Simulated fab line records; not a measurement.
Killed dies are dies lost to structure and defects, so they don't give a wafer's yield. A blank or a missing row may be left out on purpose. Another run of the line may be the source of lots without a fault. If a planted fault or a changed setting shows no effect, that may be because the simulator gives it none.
fab line records / flow nandHarc
record lots=12 wafers=36 lastDay=31
route steps=1302 shown P_ZERO_WELL@14 P_STI@100
lots untouched by any fault: they come from a run of this same line in which no faults occurred
startH: start of the lot's first displayed wafer, in hours after the record's first day / waitH: how many hours have passed since the lot's step before this one / " unchanged from the row above / L1.1+2: a single row standing in for several wafers / - no value present, or no start provided / * or withheld: withheld / < > ~ a bound
route shown NAME@n: NAME is a module with steps in the file, n the number in the route of the first one / usual: mean/standard deviation of fault-free wafers / same: alike in all rows / chamber/n: place in a boat / sites: per-site readings / _std_site: standard deviation across them / _edge_site: the outer-site mean with the inner-site mean subtracted / radiusMm: for every site, how far away it sits from the centre of the wafer / mask NAME#n: copy n / behind: the tool/chamber that last shaped the wafer / hold: why the lot was held/for how many hours/how that ended / device: the transistor (n, p or np) that didn't switch / end of line: the tests these same wafers got at the end of their route / step lacking rows: just its recipe / killed: count of dies lost to structure and defects at first sort (not the wafer's yield) / map: the dies of a wafer, with x for killed, . for not killed, _ for no die there
set.NAME: the setting that was run; set.NAME@STEP: the one run at that earlier step / model.NAME: the simulator's own value behind a step, which no gauge read
the route's steps for a sample of lots (tables are steps, rows are wafers)
services: a tool's chamber out of use, with start hour (startH, from the record's first day; less than 0 if before it), hours out, and reason
## steps
# step NHARC_P_ZERO_WELL_CD_MEAS_11
# recipe targetCdNm=500 landingEnergyEv=500
# usual cdNm=500.5/2.2
lot.wafer=L623.1 tool=cdSem-01 chamber=0 startH=21.24 waitH=- cdNm=501.5
lot.wafer=L623.4 tool=cdSem-01 chamber=0 startH=21.24 waitH=- cdNm=499.9
lot.wafer=L623.6 tool=cdSem-01 chamber=0 startH=21.24 waitH=- cdNm=501.4
lot.wafer=L626.1 tool=cdSem-03 chamber=0 startH=51.29 waitH=- cdNm=501.5
lot.wafer=L626.2 tool=cdSem-03 chamber=0 startH=51.29 waitH=- cdNm=503.9
lot.wafer=L626.5 tool=cdSem-03 chamber=0 startH=51.29 waitH=- cdNm=502.2
lot.wafer=L628.1 tool=cdSem-03 chamber=0 startH=71.11 waitH=- cdNm=502.8
lot.wafer=L628.5 tool=cdSem-03 chamber=0 startH=71.11 waitH=- cdNm=499.2
lot.wafer=L628.6 tool=cdSem-03 chamber=0 startH=71.11 waitH=- cdNm=502.4
lot.wafer=L629.3 tool=cdSem-02 chamber=0 startH=81.11 waitH=- cdNm=496.6
lot.wafer=L629.4 tool=cdSem-02 chamber=0 startH=81.11 waitH=- cdNm=496.6
lot.wafer=L629.6 tool=cdSem-02 chamber=0 startH=81.11 waitH=- cdNm=499.3
lot.wafer=L630.2 tool=cdSem-03 chamber=0 startH=91.24 waitH=- cdNm=502.8
lot.wafer=L630.3 tool=cdSem-03 chamber=0 startH=91.24 waitH=- cdNm=496.9
lot.wafer=L630.6 tool=cdSem-03 chamber=0 startH=91.24 waitH=- cdNm=499.9
lot.wafer=L631.1 tool=cdSem-01 chamber=0 startH=101.11 waitH=- cdNm=499.6
lot.wafer=L631.2 tool=cdSem-01 chamber=0 startH=101.11 waitH=- cdNm=496.2
lot.wafer=L631.6 tool=cdSem-01 chamber=0 startH=101.11 waitH=- cdNm=496.9
lot.wafer=L632.1 tool=cdSem-03 chamber=0 startH=111.24 waitH=- cdNm=501.0
lot.wafer=L632.2 tool=cdSem-03 chamber=0 startH=111.24 waitH=- cdNm=501.8
lot.wafer=L632.6 tool=cdSem-03 chamber=0 startH=111.24 waitH=- cdNm=499.6
lot.wafer=L633.3 tool=cdSem-01 chamber=0 startH=121.24 waitH=- cdNm=503.8
lot.wafer=L633.4 tool=cdSem-01 chamber=0 startH=121.24 waitH=- cdNm=499.4
lot.wafer=L633.5 tool=cdSem-01 chamber=0 startH=121.24 waitH=- cdNm=505.5
lot.wafer=L635.3 tool=cdSem-01 chamber=0 startH=141.25 waitH=- cdNm=502.0
lot.wafer=L635.4 tool=cdSem-01 chamber=0 startH=141.25 waitH=- cdNm=503.1
lot.wafer=L635.6 tool=cdSem-01 chamber=0 startH=141.25 waitH=- cdNm=504.0
lot.wafer=L636.1 tool=cdSem-03 chamber=0 startH=151.11 waitH=- cdNm=501.3
lot.wafer=L636.3 tool=cdSem-03 chamber=0 startH=151.11 waitH=- cdNm=501.2
lot.wafer=L636.4 tool=cdSem-03 chamber=0 startH=151.11 waitH=- cdNm=501.2
lot.wafer=L638.1 tool=cdSem-02 chamber=0 startH=171.26 waitH=- cdNm=499.1
lot.wafer=L638.3 tool=cdSem-02 chamber=0 startH=171.26 waitH=- cdNm=499.0
lot.wafer=L638.4 tool=cdSem-02 chamber=0 startH=171.26 waitH=- cdNm=499.3
lot.wafer=L642.1 tool=cdSem-01 chamber=0 startH=211.15 waitH=- cdNm=501.8
lot.wafer=L642.4 tool=cdSem-01 chamber=0 startH=211.15 waitH=- cdNm=498.0
lot.wafer=L642.6 tool=cdSem-01 chamber=0 startH=211.15 waitH=- cdNm=500.4
# step NHARC_P_ZERO_WELL_DESCUM_26
# recipe timeS=3 o2FlowSccm=200 arFlowSccm=0 biasPowerW=0 chemistry=O2
# usual drypumpMotorCurrentA=5.8/0.48 oesProductAu=0.995/0.013 rfVppV=57.7/0.81 showerheadPlenumPTorr=1.89/0.087 throttleValvePct=11.310/0.0097
lot.wafer=L623.1 tool=rieDiel-04 chamber=0 startH=22.74 waitH=- drypumpMotorCurrentA=5.7 oesProductAu=0.994 rfHoursCounterH=2 rfVppV=58.4 showerheadPlenumPTorr=1.91 throttleValvePct=11.316
lot.wafer=L623.6 tool=rieDiel-04 chamber=0 startH=22.74 waitH=- drypumpMotorCurrentA=5.7 oesProductAu=1.000 rfHoursCounterH=- rfVppV=57.6 showerheadPlenumPTorr=1.91 throttleValvePct=11.302
lot.wafer=L623.4 tool=rieDiel-04 chamber=2 startH=22.74 waitH=- drypumpMotorCurrentA=5.9 oesProductAu=0.991 rfHoursCounterH=- rfVppV=57.1 showerheadPlenumPTorr=1.80 throttleValvePct=11.316
lot.wafer=L626.2 tool=rieDiel-06 chamber=3 startH=52.85 waitH=- drypumpMotorCurrentA=6.0 oesProductAu=0.985 rfHoursCounterH=32 rfVppV=58.6 showerheadPlenumPTorr=2.00 throttleValvePct=11.306
lot.wafer=L626.1 tool=rieDiel-06 chamber=1 startH=52.85 waitH=- drypumpMotorCurrentA=6.8 oesProductAu=0.971 rfHoursCounterH=33 rfVppV=56.1 showerheadPlenumPTorr=1.77 throttleValvePct=11.317
lot.wafer=L626.5 tool=rieDiel-06 chamber=0 startH=52.85 waitH=- drypumpMotorCurrentA=5.8 oesProductAu=0.998 rfHoursCounterH=- rfVppV=59.0 showerheadPlenumPTorr=2.01 throttleValvePct=11.317
lot.wafer=L628.1 tool=rieDiel-01 chamber=3 startH=73.62 waitH=- drypumpMotorCurrentA=5.2 oesProductAu=1.018 rfHoursCounterH=13 rfVppV=56.5 showerheadPlenumPTorr=1.84 throttleValvePct=11.300
lot.wafer=L628.5 tool=rieDiel-01 chamber=3 startH=73.62 waitH=- drypumpMotorCurrentA=5.2 oesProductAu=1.022 rfHoursCounterH=- rfVppV=57.6 showerheadPlenumPTorr=1.84 throttleValvePct=11.314
lot.wafer=L628.6 tool=rieDiel-01 chamber=0 startH=73.62 waitH=- drypumpMotorCurrentA=5.0 oesProductAu=1.011 rfHoursCounterH=- rfVppV=57.7 showerheadPlenumPTorr=1.93 throttleValvePct=11.334
lot.wafer=L629.3 tool=rieDiel-04 chamber=0 startH=82.63 waitH=- drypumpMotorCurrentA=5.7 oesProductAu=0.983 rfHoursCounterH=27 rfVppV=58.9 showerheadPlenumPTorr=1.90 throttleValvePct=11.304
lot.wafer=L629.4 tool=rieDiel-04 chamber=1 startH=82.63 waitH=- drypumpMotorCurrentA=5.7 oesProductAu=0.997 rfHoursCounterH=23 rfVppV=57.9 showerheadPlenumPTorr=1.83 throttleValvePct=11.316
lot.wafer=L629.6 tool=rieDiel-04 chamber=3 startH=82.63 waitH=- drypumpMotorCurrentA=6.2 oesProductAu=0.989 rfHoursCounterH=- rfVppV=58.2 showerheadPlenumPTorr=1.80 throttleValvePct=11.298
lot.wafer=L630.2 tool=rieDiel-06 chamber=3 startH=92.61 waitH=- drypumpMotorCurrentA=6.0 oesProductAu=0.989 rfHoursCounterH=38 rfVppV=58.2 showerheadPlenumPTorr=2.00 throttleValvePct=11.320
lot.wafer=L630.3 tool=rieDiel-06 chamber=1 startH=92.61 waitH=- drypumpMotorCurrentA=6.7 oesProductAu=0.982 rfHoursCounterH=40 rfVppV=57.6 showerheadPlenumPTorr=1.77 throttleValvePct=11.310
lot.wafer=L630.6 tool=rieDiel-06 chamber=3 startH=92.61 waitH=- drypumpMotorCurrentA=6.0 oesProductAu=0.978 rfHoursCounterH=- rfVppV=58.1 showerheadPlenumPTorr=2.00 throttleValvePct=11.317
lot.wafer=L631.1 tool=rieDiel-01 chamber=3 startH=102.55 waitH=- drypumpMotorCurrentA=5.2 oesProductAu=1.013 rfHoursCounterH=26 rfVppV=57.3 showerheadPlenumPTorr=1.84 throttleValvePct=11.305
lot.wafer=L631.2 tool=rieDiel-01 chamber=0 startH=102.55 waitH=- drypumpMotorCurrentA=5.0 oesProductAu=1.011 rfHoursCounterH=24 rfVppV=58.8 showerheadPlenumPTorr=1.92 throttleValvePct=11.298
lot.wafer=L631.6 tool=rieDiel-01 chamber=2 startH=102.55 waitH=- drypumpMotorCurrentA=5.7 oesProductAu=1.016 rfHoursCounterH=- rfVppV=56.6 showerheadPlenumPTorr=1.87 throttleValvePct=11.318
lot.wafer=L632.2 tool=rieDiel-04 chamber=3 startH=112.77 waitH=- drypumpMotorCurrentA=6.2 oesProductAu=0.992 rfHoursCounterH=35 rfVppV=58.6 showerheadPlenumPTorr=1.80 throttleValvePct=11.306
lot.wafer=L632.1 tool=rieDiel-04 chamber=0 startH=112.77 waitH=- drypumpMotorCurrentA=5.7 oesProductAu=0.995 rfHoursCounterH=38 rfVppV=57.7 showerheadPlenumPTorr=1.90 throttleValvePct=11.318
lot.wafer=L632.6 tool=rieDiel-04 chamber=3 startH=112.77 waitH=- drypumpMotorCurrentA=6.2 oesProductAu=0.994 rfHoursCounterH=- rfVppV=57.1 showerheadPlenumPTorr=1.80 throttleValvePct=11.317
lot.wafer=L633.4 tool=rieDiel-04 chamber=0 startH=122.74 waitH=- drypumpMotorCurrentA=5.7 oesProductAu=1.006 rfHoursCounterH=41 rfVppV=57.4 showerheadPlenumPTorr=1.89 throttleValvePct=11.309
lot.wafer=L633.3 tool=rieDiel-04 chamber=3 startH=122.74 waitH=- drypumpMotorCurrentA=6.2 oesProductAu=0.990 rfHoursCounterH=41 rfVppV=55.6 showerheadPlenumPTorr=1.80 throttleValvePct=11.307
lot.wafer=L633.5 tool=rieDiel-04 chamber=0 startH=122.74 waitH=- drypumpMotorCurrentA=5.7 oesProductAu=1.006 rfHoursCounterH=- rfVppV=57.5 showerheadPlenumPTorr=1.89 throttleValvePct=11.321
lot.wafer=L635.3 tool=rieDiel-06 chamber=3 startH=142.77 waitH=- drypumpMotorCurrentA=6.0 oesProductAu=0.986 rfHoursCounterH=1 rfVppV=57.1 showerheadPlenumPTorr=1.99 throttleValvePct=11.298
lot.wafer=L635.4 tool=rieDiel-06 chamber=2 startH=142.77 waitH=- drypumpMotorCurrentA=5.3 oesProductAu=0.988 rfHoursCounterH=1 rfVppV=57.3 showerheadPlenumPTorr=1.79 throttleValvePct=11.312
lot.wafer=L635.6 tool=rieDiel-06 chamber=0 startH=142.77 waitH=- drypumpMotorCurrentA=5.8 oesProductAu=0.998 rfHoursCounterH=- rfVppV=57.9 showerheadPlenumPTorr=2.00 throttleValvePct=11.289
lot.wafer=L636.3 tool=rieDiel-01 chamber=0 startH=152.62 waitH=- drypumpMotorCurrentA=5.0 oesProductAu=0.998 rfHoursCounterH=39 rfVppV=58.0 showerheadPlenumPTorr=1.92 throttleValvePct=11.304
lot.wafer=L636.4 tool=rieDiel-01 chamber=2 startH=152.62 waitH=- drypumpMotorCurrentA=5.7 oesProductAu=1.003 rfHoursCounterH=35 rfVppV=58.3 showerheadPlenumPTorr=1.86 throttleValvePct=11.304
lot.wafer=L636.1 tool=rieDiel-01 chamber=3 startH=152.62 waitH=- drypumpMotorCurrentA=5.2 oesProductAu=1.002 rfHoursCounterH=37 rfVppV=56.2 showerheadPlenumPTorr=1.83 throttleValvePct=11.304
lot.wafer=L638.1 tool=rieDiel-01 chamber=3 startH=172.84 waitH=- drypumpMotorCurrentA=5.2 oesProductAu=1.005 rfHoursCounterH=44 rfVppV=58.6 showerheadPlenumPTorr=1.83 throttleValvePct=11.307
lot.wafer=L638.3 tool=rieDiel-01 chamber=1 startH=172.84 waitH=- drypumpMotorCurrentA=6.4 oesProductAu=0.978 rfHoursCounterH=45 rfVppV=58.1 showerheadPlenumPTorr=1.99 throttleValvePct=11.307
lot.wafer=L638.4 tool=rieDiel-01 chamber=2 startH=172.84 waitH=- drypumpMotorCurrentA=5.7 oesProductAu=1.011 rfHoursCounterH=44 rfVppV=57.7 showerheadPlenumPTorr=1.86 throttleValvePct=11.313
lot.wafer=L642.1 tool=rieDiel-06 chamber=2 startH=212.93 waitH=- drypumpMotorCurrentA=5.3 oesProductAu=0.989 rfHoursCounterH=25 rfVppV=57.5 showerheadPlenumPTorr=1.78 throttleValvePct=11.313
lot.wafer=L642.4 tool=rieDiel-06 chamber=3 startH=212.93 waitH=- drypumpMotorCurrentA=6.0 oesProductAu=1.010 rfHoursCounterH=27 rfVppV=58.4 showerheadPlenumPTorr=1.98 throttleValvePct=11.307
lot.wafer=L642.6 tool=rieDiel-06 chamber=2 startH=212.93 waitH=- drypumpMotorCurrentA=5.2 oesProductAu=0.986 rfHoursCounterH=- rfVppV=56.5 showerheadPlenumPTorr=1.78 throttleValvePct=11.315
# step NHARC_P_ZERO_WELL_EXPOSE_34
# recipe na=0.6 targetCdNm=720 doseMj=22.31 maskId=P_PWELL
# usual reticleTempC=23.01/0.11
lot.wafer=L623.1 tool=krfScanner-02 chamber=0 startH=23.96 waitH=- mask=P_PWELL#0 reticleTempC=23.07
lot.wafer=L623.4 tool=krfScanner-02 chamber=0 startH=23.96 waitH=- mask=P_PWELL#0 reticleTempC=23.18
lot.wafer=L623.6 tool=krfScanner-02 chamber=0 startH=23.96 waitH=- mask=P_PWELL#0 reticleTempC=23.32
lot.wafer=L626.1 tool=krfScanner-02 chamber=0 startH=54.16 waitH=- mask=P_PWELL#0 reticleTempC=23.08
lot.wafer=L626.2 tool=krfScanner-02 chamber=0 startH=54.16 waitH=- mask=P_PWELL#0 reticleTempC=23.03
lot.wafer=L626.5 tool=krfScanner-02 chamber=0 startH=54.16 waitH=- mask=P_PWELL#0 reticleTempC=23.20
lot.wafer=L628.1 tool=krfScanner-03 chamber=0 startH=74.82 waitH=- mask=P_PWELL#0 reticleTempC=22.83
lot.wafer=L628.5 tool=krfScanner-03 chamber=0 startH=74.82 waitH=- mask=P_PWELL#0 reticleTempC=22.87
lot.wafer=L628.6 tool=krfScanner-03 chamber=0 startH=74.82 waitH=- mask=P_PWELL#0 reticleTempC=23.00
lot.wafer=L629.3 tool=krfScanner-01 chamber=0 startH=83.95 waitH=- mask=P_PWELL#0 reticleTempC=23.21
lot.wafer=L629.4 tool=krfScanner-01 chamber=0 startH=83.95 waitH=- mask=P_PWELL#0 reticleTempC=23.12
lot.wafer=L629.6 tool=krfScanner-01 chamber=0 startH=83.95 waitH=- mask=P_PWELL#0 reticleTempC=23.13
lot.wafer=L630.2 tool=krfScanner-03 chamber=0 startH=93.95 waitH=- mask=P_PWELL#0 reticleTempC=23.08
lot.wafer=L630.3 tool=krfScanner-03 chamber=0 startH=93.95 waitH=- mask=P_PWELL#0 reticleTempC=22.95
lot.wafer=L630.6 tool=krfScanner-03 chamber=0 startH=93.95 waitH=- mask=P_PWELL#0 reticleTempC=23.04
lot.wafer=L631.1 tool=krfScanner-02 chamber=0 startH=103.84 waitH=- mask=P_PWELL#0 reticleTempC=23.03
lot.wafer=L631.2 tool=krfScanner-02 chamber=0 startH=103.84 waitH=- mask=P_PWELL#0 reticleTempC=23.01
lot.wafer=L631.6 tool=krfScanner-02 chamber=0 startH=103.84 waitH=- mask=P_PWELL#0 reticleTempC=22.97
lot.wafer=L632.1 tool=krfScanner-02 chamber=0 startH=113.96 waitH=- mask=P_PWELL#0 reticleTempC=22.88
lot.wafer=L632.2 tool=krfScanner-02 chamber=0 startH=113.96 waitH=- mask=P_PWELL#0 reticleTempC=22.94
lot.wafer=L632.6 tool=krfScanner-02 chamber=0 startH=113.96 waitH=- mask=P_PWELL#0 reticleTempC=22.95
lot.wafer=L633.3 tool=krfScanner-02 chamber=0 startH=123.94 waitH=- mask=P_PWELL#0 reticleTempC=23.13
lot.wafer=L633.4 tool=krfScanner-02 chamber=0 startH=123.94 waitH=- mask=P_PWELL#0 reticleTempC=23.14
lot.wafer=L633.5 tool=krfScanner-02 chamber=0 startH=123.94 waitH=- mask=P_PWELL#0 reticleTempC=23.05
lot.wafer=L635.3 tool=krfScanner-02 chamber=0 startH=143.97 waitH=- mask=P_PWELL#0 reticleTempC=22.90
lot.wafer=L635.4 tool=krfScanner-02 chamber=0 startH=143.97 waitH=- mask=P_PWELL#0 reticleTempC=22.81
lot.wafer=L635.6 tool=krfScanner-02 chamber=0 startH=143.97 waitH=- mask=P_PWELL#0 reticleTempC=22.85
lot.wafer=L636.1 tool=krfScanner-01 chamber=0 startH=156.14 waitH=- mask=P_PWELL#0 reticleTempC=23.05
lot.wafer=L636.3 tool=krfScanner-01 chamber=0 startH=156.14 waitH=- mask=P_PWELL#0 reticleTempC=23.07
lot.wafer=L636.4 tool=krfScanner-01 chamber=0 startH=156.14 waitH=- mask=P_PWELL#0 reticleTempC=23.06
lot.wafer=L638.1 tool=krfScanner-01 chamber=0 startH=174.05 waitH=- mask=P_PWELL_R1#0 reticleTempC=23.01
lot.wafer=L638.3 tool=krfScanner-01 chamber=0 startH=174.05 waitH=- mask=P_PWELL_R1#0 reticleTempC=22.92
lot.wafer=L638.4 tool=krfScanner-01 chamber=0 startH=174.05 waitH=- mask=P_PWELL_R1#0 reticleTempC=22.87
lot.wafer=L642.1 tool=krfScanner-02 chamber=0 startH=214.13 waitH=- mask=P_PWELL#0 reticleTempC=23.18
lot.wafer=L642.4 tool=krfScanner-02 chamber=0 startH=214.13 waitH=- mask=P_PWELL#0 reticleTempC=22.89
lot.wafer=L642.6 tool=krfScanner-02 chamber=0 startH=214.13 waitH=- mask=P_PWELL#0 reticleTempC=22.99
# step NHARC_P_ZERO_WELL_CD_MEAS_37
# recipe targetCdNm=720 landingEnergyEv=500
# usual cdNm=721.1/2.2
lot.wafer=L623.1 tool=cdSem-01 chamber=0 startH=24.12 waitH=- cdNm=724.5
lot.wafer=L623.4 tool=cdSem-01 chamber=0 startH=24.12 waitH=- cdNm=719.4
lot.wafer=L623.6 tool=cdSem-01 chamber=0 startH=24.12 waitH=- cdNm=721.8
lot.wafer=L626.1 tool=cdSem-02 chamber=0 startH=54.32 waitH=- cdNm=720.0
lot.wafer=L626.2 tool=cdSem-02 chamber=0 startH=54.32 waitH=- cdNm=722.1
lot.wafer=L626.5 tool=cdSem-02 chamber=0 startH=54.32 waitH=- cdNm=724.6
lot.wafer=L628.1 tool=cdSem-02 chamber=0 startH=74.97 waitH=- cdNm=719.2
lot.wafer=L628.5 tool=cdSem-02 chamber=0 startH=74.97 waitH=- cdNm=721.7
lot.wafer=L628.6 tool=cdSem-02 chamber=0 startH=74.97 waitH=- cdNm=720.2
lot.wafer=L629.3 tool=cdSem-01 chamber=0 startH=84.10 waitH=- cdNm=718.5
lot.wafer=L629.4 tool=cdSem-01 chamber=0 startH=84.10 waitH=- cdNm=720.1
lot.wafer=L629.6 tool=cdSem-01 chamber=0 startH=84.10 waitH=- cdNm=722.8
lot.wafer=L630.2 tool=cdSem-03 chamber=0 startH=94.10 waitH=- cdNm=720.5
lot.wafer=L630.3 tool=cdSem-03 chamber=0 startH=94.10 waitH=- cdNm=721.0
lot.wafer=L630.6 tool=cdSem-03 chamber=0 startH=94.10 waitH=- cdNm=719.3
lot.wafer=L631.1 tool=cdSem-02 chamber=0 startH=104.00 waitH=- cdNm=720.6
lot.wafer=L631.2 tool=cdSem-02 chamber=0 startH=104.00 waitH=- cdNm=718.4
lot.wafer=L631.6 tool=cdSem-02 chamber=0 startH=104.00 waitH=- cdNm=723.1
lot.wafer=L632.1 tool=cdSem-03 chamber=0 startH=114.12 waitH=- cdNm=723.9
lot.wafer=L632.2 tool=cdSem-03 chamber=0 startH=114.12 waitH=- cdNm=724.2
lot.wafer=L632.6 tool=cdSem-03 chamber=0 startH=114.12 waitH=- cdNm=721.2
lot.wafer=L633.3 tool=cdSem-02 chamber=0 startH=124.09 waitH=- cdNm=721.4
lot.wafer=L633.4 tool=cdSem-02 chamber=0 startH=124.09 waitH=- cdNm=720.1
lot.wafer=L633.5 tool=cdSem-02 chamber=0 startH=124.09 waitH=- cdNm=721.5
lot.wafer=L635.3 tool=cdSem-03 chamber=0 startH=144.12 waitH=- cdNm=720.1
lot.wafer=L635.4 tool=cdSem-03 chamber=0 startH=144.12 waitH=- cdNm=722.4
lot.wafer=L635.6 tool=cdSem-03 chamber=0 startH=144.12 waitH=- cdNm=720.6
lot.wafer=L636.1 tool=cdSem-01 chamber=0 startH=156.29 waitH=- cdNm=719.0
lot.wafer=L636.3 tool=cdSem-01 chamber=0 startH=156.29 waitH=- cdNm=719.7
lot.wafer=L636.4 tool=cdSem-01 chamber=0 startH=156.29 waitH=- cdNm=721.5
lot.wafer=L638.1 tool=cdSem-02 chamber=0 startH=174.20 waitH=- cdNm=739.7
lot.wafer=L638.3 tool=cdSem-02 chamber=0 startH=174.20 waitH=- cdNm=738.7
lot.wafer=L638.4 tool=cdSem-02 chamber=0 startH=174.20 waitH=- cdNm=736.9
lot.wafer=L642.1 tool=cdSem-01 chamber=0 startH=214.29 waitH=- cdNm=723.1
lot.wafer=L642.4 tool=cdSem-01 chamber=0 startH=214.29 waitH=- cdNm=717.6
lot.wafer=L642.6 tool=cdSem-01 chamber=0 startH=214.29 waitH=- cdNm=722.0
# step NHARC_P_STI_CMP_21
# recipe tOverpolishS=20 targetThkNm=380.67
# usual motorCurrentA=12.0/0.59 overpolishRunS=20.000/0.0087
lot.wafer=L623.4 tool=cmp-01 chamber=3 startH=67.87 waitH=0.4 motorCurrentA=12.5 overpolishRunS=19.990
lot.wafer=L623.1 tool=cmp-01 chamber=1 startH=67.87 waitH=0.4 motorCurrentA=12.3 overpolishRunS=20.010
lot.wafer=L623.6 tool=cmp-01 chamber=3 startH=67.87 waitH=0.4 motorCurrentA=12.2 overpolishRunS=19.993
lot.wafer=L626.2 tool=cmp-04 chamber=2 startH=104.23 waitH=0.4 motorCurrentA=12.6 overpolishRunS=19.990
lot.wafer=L626.1 tool=cmp-04 chamber=1 startH=104.23 waitH=0.4 motorCurrentA=12.7 overpolishRunS=19.990
lot.wafer=L626.5 tool=cmp-04 chamber=3 startH=104.23 waitH=0.4 motorCurrentA=12.5 overpolishRunS=20.005
lot.wafer=L628.1 tool=cmp-03 chamber=1 startH=120.47 waitH=0.4 motorCurrentA=11.7 overpolishRunS=20.005
lot.wafer=L628.6 tool=cmp-03 chamber=3 startH=120.47 waitH=0.4 motorCurrentA=12.0 overpolishRunS=20.013
lot.wafer=L628.5 tool=cmp-03 chamber=0 startH=120.47 waitH=0.4 motorCurrentA=12.1 overpolishRunS=19.990
lot.wafer=L629.3 tool=cmp-03 chamber=0 startH=129.19 waitH=0.4 motorCurrentA=11.8 overpolishRunS=20.018
lot.wafer=L629.4 tool=cmp-03 chamber=1 startH=129.19 waitH=0.4 motorCurrentA=11.5 overpolishRunS=20.002
lot.wafer=L629.6 tool=cmp-03 chamber=1 startH=129.19 waitH=0.4 motorCurrentA=10.7 overpolishRunS=19.986
lot.wafer=L630.3 tool=cmp-01 chamber=0 startH=136.52 waitH=0.4 motorCurrentA=11.1 overpolishRunS=20.008
lot.wafer=L630.2 tool=cmp-01 chamber=1 startH=136.52 waitH=0.4 motorCurrentA=12.7 overpolishRunS=19.997
lot.wafer=L630.6 tool=cmp-01 chamber=3 startH=136.52 waitH=0.4 motorCurrentA=12.6 overpolishRunS=20.013
lot.wafer=L631.2 tool=cmp-03 chamber=0 startH=147.99 waitH=0.4 motorCurrentA=12.1 overpolishRunS=20.013
lot.wafer=L631.1 tool=cmp-03 chamber=1 startH=147.99 waitH=0.4 motorCurrentA=11.3 overpolishRunS=20.002
lot.wafer=L631.6 tool=cmp-03 chamber=2 startH=147.99 waitH=0.4 motorCurrentA=11.9 overpolishRunS=20.007
lot.wafer=L632.2 tool=cmp-04 chamber=3 startH=155.87 waitH=0.4 motorCurrentA=12.2 overpolishRunS=20.004
lot.wafer=L632.1 tool=cmp-04 chamber=1 startH=155.87 waitH=0.4 motorCurrentA=13.4 overpolishRunS=19.988
lot.wafer=L632.6 tool=cmp-04 chamber=2 startH=155.87 waitH=0.4 motorCurrentA=13.1 overpolishRunS=19.996
lot.wafer=L633.4 tool=cmp-04 chamber=3 startH=163.61 waitH=0.4 motorCurrentA=12.0 overpolishRunS=20.002
lot.wafer=L633.3 tool=cmp-04 chamber=0 startH=163.61 waitH=0.4 motorCurrentA=12.8 overpolishRunS=19.993
lot.wafer=L633.5 tool=cmp-04 chamber=2 startH=163.61 waitH=0.4 motorCurrentA=11.9 overpolishRunS=19.986
lot.wafer=L635.3 tool=cmp-04 chamber=0 startH=179.36 waitH=0.4 motorCurrentA=13.0 overpolishRunS=20.009
lot.wafer=L635.4 tool=cmp-04 chamber=1 startH=179.36 waitH=0.4 motorCurrentA=13.1 overpolishRunS=19.989
lot.wafer=L635.6 tool=cmp-04 chamber=0 startH=179.36 waitH=0.4 motorCurrentA=12.6 overpolishRunS=19.995
lot.wafer=L636.1 tool=cmp-04 chamber=2 startH=206.63 waitH=0.4 motorCurrentA=12.6 overpolishRunS=19.990
lot.wafer=L636.3 tool=cmp-04 chamber=0 startH=206.63 waitH=0.4 motorCurrentA=12.6 overpolishRunS=20.004
lot.wafer=L636.4 tool=cmp-04 chamber=1 startH=206.63 waitH=0.4 motorCurrentA=12.8 overpolishRunS=19.999
lot.wafer=L638.4 tool=cmp-04 chamber=3 startH=211.12 waitH=0.4 motorCurrentA=11.4 overpolishRunS=20.009
lot.wafer=L638.3 tool=cmp-04 chamber=0 startH=211.12 waitH=0.4 motorCurrentA=12.5 overpolishRunS=19.998
lot.wafer=L638.1 tool=cmp-04 chamber=2 startH=211.12 waitH=0.4 motorCurrentA=12.3 overpolishRunS=19.997
lot.wafer=L642.1 tool=cmp-01 chamber=2 startH=260.51 waitH=0.6 motorCurrentA=12.0 overpolishRunS=20.006
lot.wafer=L642.4 tool=cmp-01 chamber=3 startH=260.51 waitH=0.6 motorCurrentA=11.9 overpolishRunS=19.997
lot.wafer=L642.6 tool=cmp-01 chamber=2 startH=260.51 waitH=0.6 motorCurrentA=11.2 overpolishRunS=19.996
## services
tool=rieDiel-04 chamber=0 startH=-0.73 hours=7.3 kind=repair
tool=rieDiel-04 chamber=- startH=0.90 hours=9.0 kind=pm
tool=rieDiel-04 chamber=1 startH=19.55 hours=3.7 kind=repair
tool=cmp-04 chamber=- startH=22.11 hours=4.0 kind=pm
tool=rieDiel-01 chamber=- startH=27.16 hours=9.0 kind=pm
tool=krfScanner-02 chamber=- startH=66.33 hours=0.8 kind=repair
tool=krfScanner-02 chamber=- startH=93.51 hours=0.5 kind=repair
tool=krfScanner-02 chamber=- startH=94.03 hours=4.0 kind=pm
tool=rieDiel-04 chamber=2 startH=94.87 hours=7.6 kind=repair
tool=rieDiel-04 chamber=1 startH=97.44 hours=10.4 kind=repair
tool=cmp-04 chamber=- startH=120.11 hours=4.0 kind=pm
tool=rieDiel-06 chamber=- startH=130.32 hours=9.0 kind=pm
tool=rieDiel-01 chamber=- startH=140.07 hours=5.8 kind=repair
tool=rieDiel-04 chamber=3 startH=167.28 hours=10.8 kind=repair
tool=rieDiel-04 chamber=- startH=179.61 hours=9.0 kind=pm
tool=krfScanner-02 chamber=- startH=180.19 hours=1.5 kind=repair
tool=rieDiel-06 chamber=0 startH=187.06 hours=7.9 kind=repair
tool=rieDiel-01 chamber=1 startH=194.37 hours=6.1 kind=repair
tool=rieDiel-04 chamber=- startH=196.15 hours=0.7 kind=repair
tool=rieDiel-01 chamber=- startH=204.16 hours=9.0 kind=pm
tool=cmp-04 chamber=- startH=218.11 hours=4.0 kind=pm
tool=krfScanner-02 chamber=- startH=223.04 hours=0.8 kind=repair
tool=krfScanner-02 chamber=- startH=231.48 hours=0.8 kind=repair
tool=krfScanner-02 chamber=- startH=232.99 hours=1.8 kind=repair
## key
firstSign step=NHARC_P_ZERO_WELL_EXPOSE_34 reading=mask direction=changed
effect step=NHARC_P_ZERO_WELL_CD_MEAS_37 reading=cdNm direction=up sigmas=8.1 usual=721.1 struck=738.5
metAt NHARC_P_ZERO_WELL_EXPOSE_34
struckLots L638
testerLeftOut L638
notActingAt NHARC_P_ZERO_WELL_CD_MEAS_11,NHARC_P_ZERO_WELL_DESCUM_26,NHARC_P_STI_CMP_21
onsetBetween 156.14 174.05
fault kind=wrongMask tool=any chamber=- onsetH=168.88 steps=NHARC_P_ZERO_WELL_EXPOSE_34 auxCopy=P_PWELL_R1#0 cdOffsetNm=13.424 scope=struckLotsOnly
# testerLeftOut: of these lots the tester's yield and bins aren't shown, on N5 and GAA mostly nor the transistor test; their killed dies are dies lost to structure and defects alone, not to doping, threshold or leakage, so they don't give the yield
